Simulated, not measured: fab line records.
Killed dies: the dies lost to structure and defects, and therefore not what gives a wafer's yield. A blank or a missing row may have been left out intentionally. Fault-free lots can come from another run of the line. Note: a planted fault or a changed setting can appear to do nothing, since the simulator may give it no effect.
fab line records | flow n5Finfet | part 2 of 2: steps 23 to 33 of 33
record: lots: 5 | wafers: 15 | lastDay: 17
route steps=1938 shown BEOL_M1@800
lots untouched by any fault: they come from a run of this same line in which no faults occurred
startH: the number of hours between the record's first day and the start of the first shown wafer of the lot | waitH: hours since the lot's step before | " unchanged from the row above | L1.1+2: several wafers, shown together as one row | - value missing, or start not given | * or withheld: withheld | < > ~ a bound
route shown NAME@n: NAME is a module with steps in the file, n the number in the route of the first one | usual: mean/standard deviation taken from wafers without a fault | same: alike in all rows | chamber/n: place in a boat | sites: readings site by site | _std_site: the values' standard deviation | _edge_site: inner sites' mean taken away from outer sites' mean | radiusMm: for every site, how far away it sits from the centre of the wafer | mask NAME#n: copy n | behind: the most recent tool/chamber to have shaped the wafer | hold: the reason the lot was held/the length of the hold in hours/how it ended | device: names the non-switching transistor (n, p or np) | end of line: the same wafers' tests at the end of the route | a step with no rows: only its recipe | killed: the dies lost at the first sort to structure and to defects; this is not the yield of the wafer | map: dies across one wafer; x = killed, . = not, _ = none there
set.NAME: the setting that was run; set.NAME@STEP: the one run at that earlier step | model.NAME: the simulator's own value behind a step, which no gauge read
a table for each step, a row for each wafer; lots at some steps of the route
services: when a tool's chamber went out of use (startH, in hours from the record's first day, below 0 if earlier), for how many hours, and the reason
== steps ==
step: N5_BEOL_M1_SPUTTER_88
recipe: material: Cu | targetThkA: 45 | tempC: -20 | chamberPressurePa: 0.07 | powerW: withheld | timeS: 8.29
usual: throttleValvePct: 30.1/1.5
lot.wafer | tool          | chamber | startH | waitH | throttleValvePct
L075.2    | pvdSputter-01 | -       | 137.99 | 0.1   | 29.8
L075.4    | "             | -       | "      | "     | 30.9
L075.5    | "             | -       | "      | "     | 28.2
L082.3    | pvdSputter-02 | -       | 173.83 | 0.1   | 27.5
L082.5    | "             | -       | "      | "     | 31.7
L082.6    | "             | -       | "      | "     | 27.4
L091.2    | pvdSputter-03 | -       | 230.73 | 0.1   | 29.2
L091.4    | "             | -       | "      | "     | 29.6
L091.6    | "             | -       | "      | "     | 31.9
L094.2    | pvdSputter-01 | -       | 251.90 | 0.1   | 30.9
L094.3    | "             | -       | "      | "     | 28.4
L094.4    | "             | -       | "      | "     | 30.1
L096.3    | pvdSputter-03 | -       | 259.98 | 0.1   | 29.9
L096.4    | "             | -       | "      | "     | 31.7
L096.6    | "             | -       | "      | "     | 29.1
step: N5_BEOL_M1_ANNEAL_89
recipe: tempC: 400 | timeS: 240 | ambient: vacuum
usual: heaterPowerW: 878/76
lot.wafer | tool          | chamber | startH | waitH | heaterPowerW
L075.2    | pvdSputter-01 | -       | 138.07 | 0.0   | 842
L075.4    | "             | -       | "      | "     | 828
L075.5    | "             | -       | "      | "     | 700
L082.3    | pvdSputter-02 | -       | 173.91 | 0.0   | 916
L082.5    | "             | -       | "      | "     | 924
L082.6    | "             | -       | "      | "     | 944
L091.2    | pvdSputter-03 | -       | 230.81 | 0.0   | 756
L091.4    | "             | -       | "      | "     | 947
L091.6    | "             | -       | "      | "     | 911
L094.2    | pvdSputter-01 | -       | 251.98 | 0.0   | 849
L094.3    | "             | -       | "      | "     | 711
L094.4    | "             | -       | "      | "     | 845
L096.3    | pvdSputter-03 | -       | 260.06 | 0.0   | 981
L096.4    | "             | -       | "      | "     | 920
L096.6    | "             | -       | "      | "     | 785
step: N5_BEOL_M1_SPUTTER_90
recipe: material: Cu | targetThkA: 45 | tempC: -20 | chamberPressurePa: 0.07 | powerW: withheld | timeS: 8.29
usual: throttleValvePct: 30.1/1.5
lot.wafer | tool          | chamber | startH | waitH | throttleValvePct
L075.2    | pvdSputter-01 | -       | 138.21 | 0.1   | 30.1
L075.4    | "             | -       | "      | "     | 30.5
L075.5    | "             | -       | "      | "     | 28.3
L082.3    | pvdSputter-02 | -       | 174.05 | 0.1   | 27.8
L082.5    | "             | -       | "      | "     | 31.4
L082.6    | "             | -       | "      | "     | 27.5
L091.2    | pvdSputter-03 | -       | 230.95 | 0.1   | 29.2
L091.4    | "             | -       | "      | "     | 29.8
L091.6    | "             | -       | "      | "     | 32.0
L094.2    | pvdSputter-01 | -       | 252.12 | 0.1   | 30.9
L094.3    | "             | -       | "      | "     | 28.6
L094.4    | "             | -       | "      | "     | 29.9
L096.3    | pvdSputter-03 | -       | 260.20 | 0.1   | 29.6
L096.4    | "             | -       | "      | "     | 31.9
L096.6    | "             | -       | "      | "     | 28.9
step: N5_BEOL_M1_ANNEAL_91
recipe: tempC: 400 | timeS: 240 | ambient: vacuum
usual: heaterPowerW: 876/74
lot.wafer | tool          | chamber | startH | waitH | heaterPowerW
L075.2    | pvdSputter-01 | -       | 138.29 | 0.0   | 853
L075.4    | "             | -       | "      | "     | 830
L075.5    | "             | -       | "      | "     | 716
L082.3    | pvdSputter-02 | -       | 174.13 | 0.0   | 942
L082.5    | "             | -       | "      | "     | 934
L082.6    | "             | -       | "      | "     | 919
L091.2    | pvdSputter-03 | -       | 231.03 | 0.0   | 783
L091.4    | "             | -       | "      | "     | 966
L091.6    | "             | -       | "      | "     | 887
L094.2    | pvdSputter-01 | -       | 252.20 | 0.0   | 852
L094.3    | "             | -       | "      | "     | 697
L094.4    | "             | -       | "      | "     | 836
L096.3    | pvdSputter-03 | -       | 260.28 | 0.0   | 942
L096.4    | "             | -       | "      | "     | 898
L096.6    | "             | -       | "      | "     | 791
step: N5_BEOL_M1_SPUTTER_92
recipe: material: Cu | targetThkA: 45 | tempC: -20 | chamberPressurePa: 0.07 | powerW: withheld | timeS: 8.29
usual: throttleValvePct: 30.1/1.5
lot.wafer | tool          | chamber | startH | waitH | throttleValvePct
L075.2    | pvdSputter-01 | -       | 138.43 | 0.1   | 30.3
L075.4    | "             | -       | "      | "     | 31.0
L075.5    | "             | -       | "      | "     | 28.1
L082.3    | pvdSputter-02 | -       | 174.27 | 0.1   | 27.6
L082.5    | "             | -       | "      | "     | 31.8
L082.6    | "             | -       | "      | "     | 28.0
L091.2    | pvdSputter-03 | -       | 231.17 | 0.1   | 28.7
L091.4    | "             | -       | "      | "     | 29.7
L091.6    | "             | -       | "      | "     | 31.9
L094.2    | pvdSputter-01 | -       | 252.34 | 0.1   | 31.0
L094.3    | "             | -       | "      | "     | 28.4
L094.4    | "             | -       | "      | "     | 30.1
L096.3    | pvdSputter-03 | -       | 260.42 | 0.1   | 29.7
L096.4    | "             | -       | "      | "     | 31.7
L096.6    | "             | -       | "      | "     | 28.8
step: N5_BEOL_M1_ANNEAL_93
recipe: tempC: 400 | timeS: 240 | ambient: vacuum
usual: heaterPowerW: 874/73
lot.wafer | tool          | chamber | startH | waitH | heaterPowerW
L075.2    | pvdSputter-01 | -       | 138.51 | 0.0   | 848
L075.4    | "             | -       | "      | "     | 819
L075.5    | "             | -       | "      | "     | 704
L082.3    | pvdSputter-02 | -       | 174.35 | 0.0   | 934
L082.5    | "             | -       | "      | "     | 933
L082.6    | "             | -       | "      | "     | 929
L091.2    | pvdSputter-03 | -       | 231.25 | 0.0   | 787
L091.4    | "             | -       | "      | "     | 943
L091.6    | "             | -       | "      | "     | 918
L094.2    | pvdSputter-01 | -       | 252.42 | 0.0   | 848
L094.3    | "             | -       | "      | "     | 710
L094.4    | "             | -       | "      | "     | 833
L096.3    | pvdSputter-03 | -       | 260.50 | 0.0   | 941
L096.4    | "             | -       | "      | "     | 919
L096.6    | "             | -       | "      | "     | 759
step: N5_BEOL_M1_SPUTTER_94
recipe: material: Cu | targetThkA: 45 | tempC: -20 | chamberPressurePa: 0.07 | powerW: withheld | timeS: 8.29
usual: throttleValvePct: 30.1/1.5
lot.wafer | tool          | chamber | startH | waitH | throttleValvePct
L075.2    | pvdSputter-01 | -       | 138.65 | 0.1   | 30.3
L075.4    | "             | -       | "      | "     | 31.0
L075.5    | "             | -       | "      | "     | 28.3
L082.3    | pvdSputter-02 | -       | 174.49 | 0.1   | 27.7
L082.5    | "             | -       | "      | "     | 31.3
L082.6    | "             | -       | "      | "     | 27.9
L091.2    | pvdSputter-03 | -       | 231.39 | 0.1   | 29.0
L091.4    | "             | -       | "      | "     | 29.9
L091.6    | "             | -       | "      | "     | 31.9
L094.2    | pvdSputter-01 | -       | 252.56 | 0.1   | 31.1
L094.3    | "             | -       | "      | "     | 28.2
L094.4    | "             | -       | "      | "     | 30.1
L096.3    | pvdSputter-03 | -       | 260.64 | 0.1   | 29.3
L096.4    | "             | -       | "      | "     | 31.7
L096.6    | "             | -       | "      | "     | 29.1
step: N5_BEOL_M1_ANNEAL_95
recipe: tempC: 400 | timeS: 240 | ambient: vacuum
usual: heaterPowerW: 876/74
lot.wafer | tool          | chamber | startH | waitH | heaterPowerW
L075.2    | pvdSputter-01 | -       | 138.73 | 0.0   | 846
L075.4    | "             | -       | "      | "     | 838
L075.5    | "             | -       | "      | "     | 706
L082.3    | pvdSputter-02 | -       | 174.57 | 0.0   | 921
L082.5    | "             | -       | "      | "     | 935
L082.6    | "             | -       | "      | "     | 949
L091.2    | pvdSputter-03 | -       | 231.47 | 0.0   | 792
L091.4    | "             | -       | "      | "     | 930
L091.6    | "             | -       | "      | "     | 888
L094.2    | pvdSputter-01 | -       | 252.64 | 0.0   | 830
L094.3    | "             | -       | "      | "     | 708
L094.4    | "             | -       | "      | "     | 835
L096.3    | pvdSputter-03 | -       | 260.72 | 0.0   | 959
L096.4    | "             | -       | "      | "     | 922
L096.6    | "             | -       | "      | "     | 790
step: N5_BEOL_M1_SPUTTER_96
recipe: material: Cu | targetThkA: 45 | tempC: -20 | chamberPressurePa: 0.07 | powerW: withheld | timeS: 8.29
usual: throttleValvePct: 30.1/1.6
lot.wafer | tool          | chamber | startH | waitH | throttleValvePct
L075.2    | pvdSputter-01 | -       | 138.87 | 0.1   | 29.8
L075.4    | "             | -       | "      | "     | 30.8
L075.5    | "             | -       | "      | "     | 28.3
L082.3    | pvdSputter-02 | -       | 174.71 | 0.1   | 27.7
L082.5    | "             | -       | "      | "     | 31.6
L082.6    | "             | -       | "      | "     | 27.7
L091.2    | pvdSputter-03 | -       | 231.61 | 0.1   | 29.0
L091.4    | "             | -       | "      | "     | 29.7
L091.6    | "             | -       | "      | "     | 32.1
L094.2    | pvdSputter-01 | -       | 252.78 | 0.1   | 31.1
L094.3    | "             | -       | "      | "     | 28.2
L094.4    | "             | -       | "      | "     | 30.0
L096.3    | pvdSputter-03 | -       | 260.86 | 0.1   | 30.0
L096.4    | "             | -       | "      | "     | 32.1
L096.6    | "             | -       | "      | "     | 28.8
step: N5_BEOL_M1_ECD_50
recipe: material: Cu | targetThkA: 3000
lot.wafer  | tool     | chamber | startH | waitH
L075.2+4+5 | ecdCu-02 | 1       | 138.98 | 0.1
L082.3+5+6 | ecdCu-01 | 1,0,1   | 174.85 | 0.1
L091.2+4+6 | ecdCu-02 | 0       | 231.74 | 0.1
L094.2+3+4 | ecdCu-01 | 0,1,0   | 252.90 | 0.1
L096.3+4+6 | ecdCu-01 | 0,1,0   | 261.00 | 0.1
step: N5_BEOL_M1_ANNEAL_51
recipe: tempC: 225 | timeS: 90 | ambient: N2
usual: wafer_temp_C_max: 225.76/0.27
lot.wafer | tool         | chamber | startH | waitH | wafer_temp_C_max
L075.2    | rtpAnneal-01 | 0       | 139.11 | 0.1   | 225.70
L075.4    | "            | 0       | "      | "     | 225.47
L075.5    | "            | 0       | "      | "     | 225.89
L082.3    | rtpAnneal-01 | 0       | 175.00 | 0.1   | 225.42
L082.5    | "            | 0       | "      | "     | 225.52
L082.6    | "            | 0       | "      | "     | 225.53
L091.2    | rtpAnneal-02 | 0       | 231.86 | 0.1   | 226.05
L091.4    | "            | 0       | "      | "     | 226.00
L091.6    | "            | 0       | "      | "     | 226.31
L094.2    | rtpAnneal-01 | 0       | 253.02 | 0.1   | 225.59
L094.3    | "            | 0       | "      | "     | 225.80
L094.4    | "            | 0       | "      | "     | 225.57
L096.3    | rtpAnneal-02 | 0       | 261.53 | 0.5   | 225.88
L096.4    | "            | 0       | "      | "     | 225.93
L096.6    | "            | 0       | "      | "     | 226.28
== services ==
tool          | chamber | startH | hours | kind
aldMetal-04   | -       | 111.68 | 6.0   | pm
cvdCo-02      | 1       | 114.67 | -     | clean
cvdCo-02      | 1       | 114.67 | 22.0  | scheduledDown
aldMetal-04   | 2       | 117.77 | 10.2  | repair
aldMetal-04   | 1       | 122.92 | 7.6   | repair
ecdCu-01      | -       | 123.85 | 0.3   | repair
cvdCo-01      | -       | 123.87 | 5.0   | repair
cvdCo-02      | -       | 128.90 | 6.0   | pm
pvdSputter-03 | -       | 139.16 | 3.7   | repair
rieDiel-02    | 3       | 139.39 | 2.0   | repair
aldMetal-03   | 0       | 141.07 | 13.3  | repair
rieDiel-04    | 3       | 146.43 | 9.5   | repair
aldMetal-03   | 2       | 157.12 | 6.8   | repair
aldMetal-03   | 1       | 177.29 | 10.4  | repair
ecdCu-02      | -       | 179.17 | 5.5   | pm
rieDiel-06    | 1       | 181.26 | 7.0   | repair
rieDiel-06    | 2       | 187.71 | 4.6   | repair
wetBench-05   | -       | 222.59 | 2.4   | repair
aldMetal-03   | -       | 229.01 | 8.7   | pm
wetBench-05   | -       | 233.06 | 6.0   | repair
rieDiel-02    | 3       | 240.22 | 32.8  | repair
aldMetal-04   | -       | 240.61 | 4.3   | pm
aldMetal-03   | 0       | 245.01 | 30.0  | repair
wetBench-02   | -       | 259.33 | 4.1   | repair
